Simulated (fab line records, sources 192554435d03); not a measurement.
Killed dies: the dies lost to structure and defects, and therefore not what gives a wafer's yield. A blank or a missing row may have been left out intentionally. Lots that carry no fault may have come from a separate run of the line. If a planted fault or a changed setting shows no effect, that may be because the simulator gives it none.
fab line records ; flow n5-finfet
record lots=10; wafers=30; last-day=17
route steps=1938 shown BEOL_M4@1111 BEOL_M8@1385 BEOL_M9@1402 PASSIVATION@1936
lots with no fault: from the same line, run without faults
start-h: hours from the record's first day to the start of the lot's first wafer shown ; wait-h: hours elapsed since this lot's preceding step ; " same as the row above ; L1.1+2: several wafers, shown together as one row ; - either no value or no given start ; * or withheld: withheld ; < > ~ a bound
route shown NAME@n: NAME is a module with steps in the file, n the number in the route of the first one ; usual: mean and standard deviation over wafers with no fault ; same: alike in all rows ; chamber/n: place in a boat ; sites: per-site readings ; _std_site: the standard deviation of these ; _edge_site: outer sites' mean less inner sites' ; radius-mm: for every site, how far away it sits from the centre of the wafer ; mask NAME#n: copy n ; behind: the most recent tool/chamber to have shaped the wafer ; hold: reason for holding the lot/hours on hold/outcome of the hold ; device: transistor that didn't switch, given as n, p or np ; end of line: the route-end tests of the same wafers ; a step without rows: its recipe alone ; killed: count of dies lost to structure and defects at first sort (not the wafer's yield) ; map: a wafer's dies, x killed, . not, _ none there
set.NAME: setting as actually run; set.NAME@STEP: the setting as run at that earlier step ; model.NAME: the simulator's own value behind a step, which no gauge read
the route's steps for a sample of lots (tables are steps, rows are wafers)
services: the hour from which a tool's chamber was out of use, counted from the record's first day as start-h (under 0 if before that day), plus the number of hours and why
## steps
# step N5_BEOL_M4_RC_MEAS_101
# usual DIBL_N=37.2/1.8; DIBL_P=37.5/2.5; IOFF_N=0.17/0.038; IOFF_P=0.24/0.046; ION_N=681/13; ION_P=469/8.5; SS_N=71.7/0.6; SS_P=73.6/0.69; VT_N=249/3.4; VT_P=-248/3.6
lot.wafer;tool;chamber;start-h;wait-h;DIBL_N[mV/V];DIBL_P[mV/V];IOFF_N[nA/um];IOFF_P[nA/um];ION_N[uA/um];ION_P[uA/um];SS_N[mV/dec];SS_P[mV/dec];VT_N[mV];VT_P[mV]
L606.3;prober-01;0;187.03;0.3;36.3;38.2;0.15;0.24;671;469;72.0;74.3;252;-246
L606.4;prober-01;0;187.03;0.3;38.8;41.6;0.20;0.31;689;476;72.7;73.8;247;-241
L606.6;prober-01;0;187.03;0.3;39.1;42.1;0.21;0.31;699;483;73.4;75.4;247;-244
L611.1;prober-01;0;207.18;0.0;36.2;34.9;0.14;0.18;685;470;70.5;73.3;251;-253
L611.2;prober-01;0;207.18;0.0;39.7;37.8;0.18;0.23;669;459;71.6;73.9;249;-250
L611.3;prober-01;0;207.18;0.0;35.6;34.2;0.13;0.18;669;460;71.5;73.2;250;-253
L610.1;prober-01;0;208.66;0.0;39.1;38.5;0.22;0.26;691;472;72.0;73.5;243;-247
L610.2;prober-01;0;208.66;0.0;37.0;35.3;0.15;0.20;679;460;71.6;73.3;249;-252
L610.4;prober-01;0;208.66;0.0;39.6;40.7;0.25;0.31;717;486;71.7;74.1;241;-246
L616.2;prober-02;0;238.47;0.5;39.4;40.3;0.22;0.27;695;469;72.3;74.3;248;-247
L616.3;prober-02;0;238.47;0.5;38.4;38.3;0.18;0.24;674;462;72.2;73.6;249;-249
L616.5;prober-02;0;238.47;0.5;37.4;37.8;0.16;0.22;673;463;71.8;73.6;251;-248
L619.4;prober-02;0;262.43;0.5;37.3;37.5;0.16;0.25;684;475;71.5;72.4;250;-246
L619.5;prober-02;0;262.43;0.5;37.1;37.0;0.16;0.24;678;473;71.6;73.1;251;-248
L619.6;prober-02;0;262.43;0.5;37.8;38.7;0.17;0.27;687;477;72.3;73.7;249;-244
L620.3;prober-01;0;263.94;0.3;39.6;38.1;0.23;0.28;691;468;72.4;74.5;246;-244
L620.4;prober-01;0;263.94;0.3;39.2;38.2;0.21;0.29;678;469;71.8;74.0;247;-242
L620.5;prober-01;0;263.94;0.3;38.8;37.7;0.21;0.29;691;474;71.3;74.2;245;-243
L623.1;prober-01;0;287.41;0.0;38.9;39.5;0.22;0.26;695;470;71.4;74.0;245;-247
L623.2;prober-01;0;287.41;0.0;35.8;36.2;0.16;0.19;689;469;71.1;73.5;249;-251
L623.3;prober-01;0;287.41;0.0;42.4;43.9;0.31;0.34;697;474;73.4;75.2;241;-245
L622.1;prober-02;0;287.71;0.0;35.5;36.0;0.13;0.16;670;450;71.8;72.4;250;-257
L622.2;prober-02;0;287.71;0.0;35.7;36.7;0.14;0.18;675;457;71.1;73.8;252;-254
L622.3;prober-02;0;287.71;0.0;39.6;41.4;0.23;0.26;691;468;71.7;74.1;244;-249
L624.2;prober-01;0;291.34;0.2;36.4;38.0;0.17;0.22;691;475;71.8;73.3;250;-250
L624.4;prober-01;0;291.34;0.2;36.6;38.8;0.17;0.24;678;468;71.1;73.9;249;-247
L624.5;prober-01;0;291.34;0.2;33.9;35.6;0.13;0.19;674;468;70.4;72.5;254;-249
L625.1;prober-02;0;291.49;0.0;35.3;35.2;0.15;0.19;680;467;71.8;73.1;246;-249
L625.2;prober-02;0;291.49;0.0;37.5;38.9;0.19;0.25;699;480;72.2;73.8;246;-248
L625.3;prober-02;0;291.49;0.0;37.3;38.8;0.19;0.25;686;471;71.8;73.8;246;-247
# step N5_BEOL_M8_CD_MEAS_35
# recipe target-cd-nm=40; polarity=opening
# usual cd-nm=39.8/0.65
lot.wafer;tool;chamber;start-h;wait-h;cd-nm
L606.3;cd-sem-03;-;219.42;0.0;38.6
L606.4;cd-sem-03;-;219.42;0.0;39.7
L606.6;cd-sem-03;-;219.42;0.0;38.2
L611.1;cd-sem-03;-;242.97;0.0;40.0
L611.2;cd-sem-03;-;242.97;0.0;39.2
L611.3;cd-sem-03;-;242.97;0.0;39.5
L610.1;cd-sem-02;-;247.09;0.0;39.7
L610.2;cd-sem-02;-;247.09;0.0;39.4
L610.4;cd-sem-02;-;247.09;0.0;39.6
L616.2;cd-sem-03;-;281.61;0.0;39.5
L616.3;cd-sem-03;-;281.61;0.0;40.8
L616.5;cd-sem-03;-;281.61;0.0;39.9
L619.4;cd-sem-02;-;298.91;0.0;39.9
L619.5;cd-sem-02;-;298.91;0.0;39.8
L619.6;cd-sem-02;-;298.91;0.0;39.8
L620.3;cd-sem-02;-;307.29;0.0;39.9
L620.4;cd-sem-02;-;307.29;0.0;39.9
L620.5;cd-sem-02;-;307.29;0.0;39.3
L623.1;cd-sem-03;-;318.48;0.0;39.6
L623.2;cd-sem-03;-;318.48;0.0;39.0
L623.3;cd-sem-03;-;318.48;0.0;40.2
L622.1;cd-sem-02;-;324.87;0.0;39.6
L622.2;cd-sem-02;-;324.87;0.0;40.0
L622.3;cd-sem-02;-;324.87;0.0;39.3
L625.1;cd-sem-03;-;330.56;0.0;39.6
L625.2;cd-sem-03;-;330.56;0.0;40.8
L625.3;cd-sem-03;-;330.56;0.0;39.6
L624.2;cd-sem-03;-;333.17;0.0;38.8
L624.4;cd-sem-03;-;333.17;0.0;38.7
L624.5;cd-sem-03;-;333.17;0.0;38.8
# step N5_BEOL_M8_SURFACE_TREAT_79
# recipe gas=Ar; time-s=*; ion-energy-ev=*; ion-current-ma-cm2=0.5; pressure-mtorr=*; ar-flow-sccm=30
# usual ar-flow-sccm=29.99/0.083; throttle-valve-pct=*
# same time-s=*
lot.wafer;tool;chamber;start-h;wait-h;ar-flow-sccm;throttle-valve-pct
L606.3;pvd-sputter-02;-;221.05;0.4;29.92;*
L606.4;pvd-sputter-02;-;221.05;0.4;30.06;*
L606.6;pvd-sputter-02;-;221.05;0.4;30.17;*
L611.1;pvd-sputter-03;-;243.74;0.2;30.00;*
L611.2;pvd-sputter-03;-;243.74;0.2;30.15;*
L611.3;pvd-sputter-03;-;243.74;0.2;29.93;*
L610.1;pvd-sputter-01;-;248.69;0.4;30.01;*
L610.2;pvd-sputter-01;-;248.69;0.4;29.89;*
L610.4;pvd-sputter-01;-;248.69;0.4;30.05;*
L616.2;pvd-sputter-03;-;283.18;0.2;29.88;*
L616.3;pvd-sputter-03;-;283.18;0.2;30.04;*
L616.5;pvd-sputter-03;-;283.18;0.2;30.01;*
L619.4;pvd-sputter-02;-;299.81;0.2;29.94;*
L619.5;pvd-sputter-02;-;299.81;0.2;29.90;*
L619.6;pvd-sputter-02;-;299.81;0.2;30.04;*
L620.3;pvd-sputter-02;-;311.74;0.2;29.93;*
L620.4;pvd-sputter-02;-;311.74;0.2;29.88;*
L620.5;pvd-sputter-02;-;311.74;0.2;29.87;*
L623.1;pvd-sputter-03;-;319.27;0.2;29.84;*
L623.2;pvd-sputter-03;-;319.27;0.2;29.92;*
L623.3;pvd-sputter-03;-;319.27;0.2;29.95;*
L622.1;pvd-sputter-03;-;325.81;0.2;30.14;*
L622.2;pvd-sputter-03;-;325.81;0.2;29.99;*
L622.3;pvd-sputter-03;-;325.81;0.2;29.99;*
L625.1;pvd-sputter-01;-;331.47;0.2;29.91;*
L625.2;pvd-sputter-01;-;331.47;0.2;29.97;*
L625.3;pvd-sputter-01;-;331.47;0.2;30.13;*
L624.2;pvd-sputter-02;-;335.02;0.6;29.98;*
L624.4;pvd-sputter-02;-;335.02;0.6;29.90;*
L624.5;pvd-sputter-02;-;335.02;0.6;29.98;*
# step N5_BEOL_M8_DEP_56
# recipe material=SiCN; target-thk-a=100; temp-c=withheld; precursor=3MS/NH3; pressure-torr=3; rf-w=202; time-s=17.5
# usual chamber-pressure-Torr=3.000/0.006; rf-fwd-power-W=199.5/0.95; showerhead-plenum-p-Torr=3.667/0.012; throttle-valve-pct=9.0/0.55; time-s=17.5/0
lot.wafer;tool;chamber;start-h;wait-h;chamber-pressure-Torr;rf-fwd-power-W;showerhead-plenum-p-Torr;throttle-valve-pct;time-s
L606.3;pecvd-03;2;222.17;0.0;3.004;199.2;3.660;8.4;17.5
L606.4;pecvd-03;0;222.17;0.0;3.002;199.1;3.684;9.0;17.5
L606.6;pecvd-03;1;222.17;0.0;2.995;198.1;3.667;9.7;17.5
L611.1;pecvd-03;2;245.91;0.0;-;-;-;-;-
L611.2;pecvd-03;1;245.91;0.0;-;-;-;-;-
L611.3;pecvd-03;0;245.91;0.0;-;-;-;-;-
L610.1;pecvd-02;2;249.80;0.0;-;-;-;-;-
L610.2;pecvd-02;1;249.80;0.0;-;-;-;-;-
L610.4;pecvd-02;2;249.80;0.0;-;-;-;-;-
L616.2;pecvd-02;2;284.59;0.0;2.992;199.6;3.659;8.4;17.5
L616.3;pecvd-02;1;284.59;0.0;3.003;200.2;3.672;8.7;17.5
L616.5;pecvd-02;1;284.59;0.0;2.997;199.9;3.673;8.6;17.5
L619.4;pecvd-03;2;301.38;0.0;3.002;199.6;3.655;8.6;17.5
L619.5;pecvd-03;0;301.38;0.0;2.997;199.3;3.674;8.9;17.5
L619.6;pecvd-03;1;301.38;0.0;3.000;198.2;3.650;9.6;17.5
L620.3;pecvd-02;2;312.82;0.0;3.003;198.4;3.665;8.8;17.5
L620.4;pecvd-02;0;312.82;0.0;2.991;200.6;3.669;9.1;17.5
L620.5;pecvd-02;2;312.82;0.0;2.999;198.1;3.647;8.3;17.5
L623.1;pecvd-03;1;321.55;0.0;2.990;199.4;3.661;9.9;17.5
L623.2;pecvd-03;0;321.55;0.0;2.998;200.5;3.672;9.0;17.5
L623.3;pecvd-03;2;321.55;0.0;2.999;200.1;3.662;8.5;17.5
L622.1;pecvd-04;0;326.98;0.0;2.991;200.0;3.660;9.3;17.5
L622.2;pecvd-04;1;326.98;0.0;3.002;200.3;3.693;10.5;17.5
L622.3;pecvd-04;2;326.98;0.0;2.999;200.5;3.671;9.1;17.5
L625.1;pecvd-02;0;333.18;0.0;2.987;200.3;3.665;9.3;17.5
L625.2;pecvd-02;1;333.18;0.0;2.997;199.7;3.679;8.4;17.5
L625.3;pecvd-02;0;333.18;0.0;2.991;200.5;3.667;9.0;17.5
L624.2;pecvd-04;0;336.12;0.0;2.998;199.4;3.671;9.1;17.5
L624.4;pecvd-04;0;336.12;0.0;3.001;199.8;3.656;9.6;17.5
L624.5;pecvd-04;2;336.12;0.0;3.008;200.0;3.669;8.9;17.5
# step N5_BEOL_M9_CURE_71
# recipe temp-c=385; time-s=240; ambient=He/Ar; material=SiCOH_lowk
# usual lamp-power-pct=52.32/0.056; wafer_temp_C_max=386.6/0.64
# same time-s=240
lot.wafer;tool;chamber;start-h;wait-h;lamp-power-pct;wafer_temp_C_max
L606.3;uv-cure-01;1;222.54;0.2;52.28;386.8
L606.4;uv-cure-01;1;222.54;0.2;52.37;386.4
L606.6;uv-cure-01;1;222.54;0.2;52.26;387.5
L616.2;uv-cure-02;2;284.89;0.1;52.27;386.9
L616.3;uv-cure-02;2;284.89;0.1;52.30;386.4
L616.5;uv-cure-02;2;284.89;0.1;52.32;387.5
L619.4;uv-cure-01;0;301.82;0.3;52.25;385.7
L619.5;uv-cure-01;0;301.82;0.3;52.34;386.0
L619.6;uv-cure-01;0;301.82;0.3;52.30;386.1
L620.3;uv-cure-01;1;313.19;0.2;52.29;386.4
L620.4;uv-cure-01;1;313.19;0.2;52.32;386.8
L620.5;uv-cure-01;1;313.19;0.2;52.44;386.4
L623.1;uv-cure-01;1;321.76;0.0;52.36;386.6
L623.2;uv-cure-01;1;321.76;0.0;52.37;386.6
L623.3;uv-cure-01;1;321.76;0.0;52.34;386.5
L622.1;uv-cure-03;2;327.21;0.1;52.40;386.2
L622.2;uv-cure-03;2;327.21;0.1;52.34;386.4
L622.3;uv-cure-03;2;327.21;0.1;52.31;386.6
L625.1;uv-cure-03;2;333.54;0.2;52.39;386.4
L625.2;uv-cure-03;2;333.54;0.2;52.31;385.8
L625.3;uv-cure-03;2;333.54;0.2;52.37;386.3
L624.2;uv-cure-02;1;336.67;0.4;52.24;386.1
L624.4;uv-cure-02;1;336.67;0.4;52.26;386.3
L624.5;uv-cure-02;1;336.67;0.4;52.39;385.6
# step N5_PASSIVATION_PROBE_49
# usual defect-limited-yield=91.2/1.4; killed_at_M0_to_M3=32/10; killed_at_M4_up=14/6.2; killed-at-contacts=12/6.3; killed-at-front-end=42/13; killed-at-other=4/3.4; killed-dies=104/17; killed-on-rim=14/3.8; killed-open=67/12; killed-short=34/8.1; sort_bin_4_leakage=0.02/0.13; sort_bin_5_function=5.2/0.93; sort_bin_6_memory=3.2/0.65; sort-n-pass=1075/16; sort-yield-pct=91.1/1.4
# same gross-dies=1180; killed-at-back-side=0; sort_bin_8_speed[%]=0
lot.wafer;tool;chamber;start-h;wait-h;defect-limited-yield[%];killed_at_M0_to_M3;killed_at_M4_up;killed-at-contacts;killed-at-front-end;killed-at-other;killed-dies;killed-on-rim;killed-open;killed-short;sort_bin_4_leakage[%];sort_bin_5_function[%];sort_bin_6_memory[%];sort-n-pass;sort-yield-pct[%]
L606.3;prober-01;-;288.44;0.2;91.2;20;13;9;56;6;104;9;69;26;0;4.7;3.2;1076;91.2
L606.4;prober-01;-;288.49;0.2;92.3;20;7;12;49;3;91;10;57;34;0;3.6;3.7;1089;92.3
L606.6;prober-01;-;288.59;0.3;93.2;21;10;13;35;1;80;10;58;22;0;4.2;2.3;1100;93.2
L611.1;prober-01;-;305.93;0.0;0;29;1099;15;35;2;1180;152;69;23;0;96.5;3.2;0;0
L611.2;prober-01;-;305.98;0.1;0;28;1109;6;35;2;1180;152;45;34;0;96.8;2.5;0;0
L611.3;prober-01;-;306.03;0.1;0;31;1094;4;46;5;1180;152;55;39;0;97.1;2.6;0;0
L610.1;prober-02;-;313.08;0.0;0;29;1095;13;42;1;1180;152;69;27;0;96.7;3.1;0;0
L610.2;prober-02;-;313.13;0.1;0;30;1087;4;56;3;1180;152;71;29;0;97.1;2.8;0;0
L610.4;prober-02;-;313.23;0.2;0;44;1074;9;50;3;1180;152;82;35;0;95.8;3.8;0;0
L619.6;prober-02;-;360.75;0.3;90.8;40;13;4;47;5;109;10;74;34;0;5.3;3.5;1071;90.8
# killed by level:class
L606.3 FIN_SAQP:geometric-particle:open=11 STI_FIN_REVEAL:geometric-particle:open=10 DUMMY_GATE:geometric-particle:open=8 MOL_CONTACT_COAG:geometric-particle:open=8 BEOL_M4:geometric-particle:open=7 HKMG_FIN:area-etch=7 FIN_SAQP:geometric-particle:short=5 BEOL_M3:geometric-particle:open=5
L606.4 STI_FIN_REVEAL:geometric-particle:open=10 MOL_CONTACT_COAG:geometric-particle:open=9 FIN_SAQP:geometric-particle:open=8 FIN_SAQP:geometric-particle:short=7 BEOL_M0:geometric-particle:open=7 STI_FIN_REVEAL:geometric-particle:short=5 GATE_CUT:geometric-particle:short=4 DUMMY_GATE:geometric-particle:open=3
L606.6 FIN_SAQP:geometric-particle:open=13 MOL_CONTACT_COAG:geometric-particle:open=12 STI_FIN_REVEAL:geometric-particle:open=5 BEOL_M3:geometric-particle:open=5 BEOL_M1:geometric-particle:open=4 BEOL_M2:geometric-particle:open=4 FIN_SAQP:geometric-particle:short=3 GATE_CUT:geometric-particle:short=3
L611.1 BEOL_M8:area-dep=1086 FIN_SAQP:geometric-particle:open=16 MOL_CONTACT_COAG:geometric-particle:open=14 BEOL_M2:geometric-particle:open=11 FIN_SAQP:geometric-particle:short=8 BEOL_M3:geometric-particle:open=7 BEOL_M7:geometric-particle:open=4 GATE_CUT:geometric-particle:open=3
L611.2 BEOL_M8:area-dep=1100 BEOL_M0_SAQP:geometric-particle:short=10 GATE_CUT:geometric-particle:open=7 FIN_SAQP:geometric-particle:short=6 STI_FIN_REVEAL:geometric-particle:open=6 BEOL_M2:geometric-particle:open=6 GATE_CUT:geometric-particle:short=4 BEOL_M0_SAQP:geometric-particle:open=4
L611.3 BEOL_M8:area-dep=1085 FIN_SAQP:geometric-particle:open=15 FIN_SAQP:geometric-particle:short=9 GATE_CUT:geometric-particle:short=6 BEOL_M0_SAQP:geometric-particle:short=6 BEOL_M2:geometric-particle:open=6 STI_FIN_REVEAL:geometric-particle:open=5 BEOL_M0_SAQP:geometric-particle:open=5
L610.1 BEOL_M8:area-dep=1084 FIN_SAQP:geometric-particle:open=13 BEOL_M2:geometric-particle:open=10 BEOL_M1:geometric-particle:open=9 MOL_CONTACT_COAG:geometric-particle:open=9 FIN_SAQP:geometric-particle:short=6 GATE_CUT:geometric-particle:short=6 STARTING-WAFER:geometric-particle:open=5
L610.2 BEOL_M8:area-dep=1080 STI_FIN_REVEAL:geometric-particle:open=12 FIN_SAQP:geometric-particle:open=11 GATE_CUT:geometric-particle:short=9 BEOL_M1:geometric-particle:open=6 STARTING-WAFER:geometric-particle:open=6 BEOL_M3:geometric-particle:open=5 BEOL_M0_SAQP:geometric-particle:open=5
L610.4 BEOL_M8:area-dep=1062 BEOL_M3:geometric-particle:open=16 FIN_SAQP:geometric-particle:open=11 STI_FIN_REVEAL:geometric-particle:open=10 BEOL_M0_SAQP:geometric-particle:open=7 DUMMY_GATE:geometric-particle:open=6 GATE_CUT:geometric-particle:short=6 MOL_CONTACT_COAG:geometric-particle:open=6
L619.6 FIN_SAQP:geometric-particle:open=14 BEOL_M3:geometric-particle:open=13 FIN_SAQP:geometric-particle:short=11 BEOL_M0_SAQP:geometric-particle:short=7 BEOL_M0_SAQP:geometric-particle:open=7 GATE_CUT:geometric-particle:open=6 STI_FIN_REVEAL:geometric-particle:open=5 BEOL_M1:geometric-particle:open=4
## services
tool;chamber;start-h;hours;kind
pecvd-02;0;198.37;58.3;repair
uv-cure-01;-;207.63;14.6;pm
pecvd-03;2;211.12;2.1;scheduled-down
pecvd-03;-;218.46;1.1;repair
uv-cure-03;-;234.40;1.0;pm
pecvd-04;1;237.00;5.5;scheduled-down
uv-cure-01;-;276.62;0.5;repair
uv-cure-03;-;297.98;0.5;repair
pecvd-02;1;298.11;5.0;scheduled-down
pecvd-03;-;304.90;6.0;pm
pecvd-03;2;311.78;4.6;repair
uv-cure-02;-;311.98;9.2;pm
uv-cure-01;-;328.72;28.1;pm
pecvd-02;2;331.36;12.1;repair
## key
first-sign step=N5_BEOL_M8_DEP_56; reading=tool-record; direction=missing
effect step=N5_PASSIVATION_PROBE_49; reading=killed_at_M4_up; direction=up; sigmas=99+; usual=14; struck=1093
more-kills-born-at N5_BEOL_M8_DEP_56@pecvd-03=3271; N5_BEOL_M8_DEP_56@pecvd-02=3226
met-at N5_BEOL_M8_DEP_56
struck-lots L610,L611
later-rows-left-out L610.1,L610.2,L610.4,L611.1,L611.2,L611.3
not-acting-at N5_BEOL_M8_CD_MEAS_35,N5_BEOL_M8_SURFACE_TREAT_79,N5_BEOL_M9_CURE_71
onset-between 222.17 245.91
fault kind=skipped-step-whole; tool=pecvd-02,pecvd-03; chamber=-; onset-h=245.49; steps=N5_BEOL_M8_DEP_56; scope=struck-lots-only
# later-rows-left-out: the simulator's readings of these wafers behind a module that went badly wrong aren't trusted and aren't shown, but for the sort
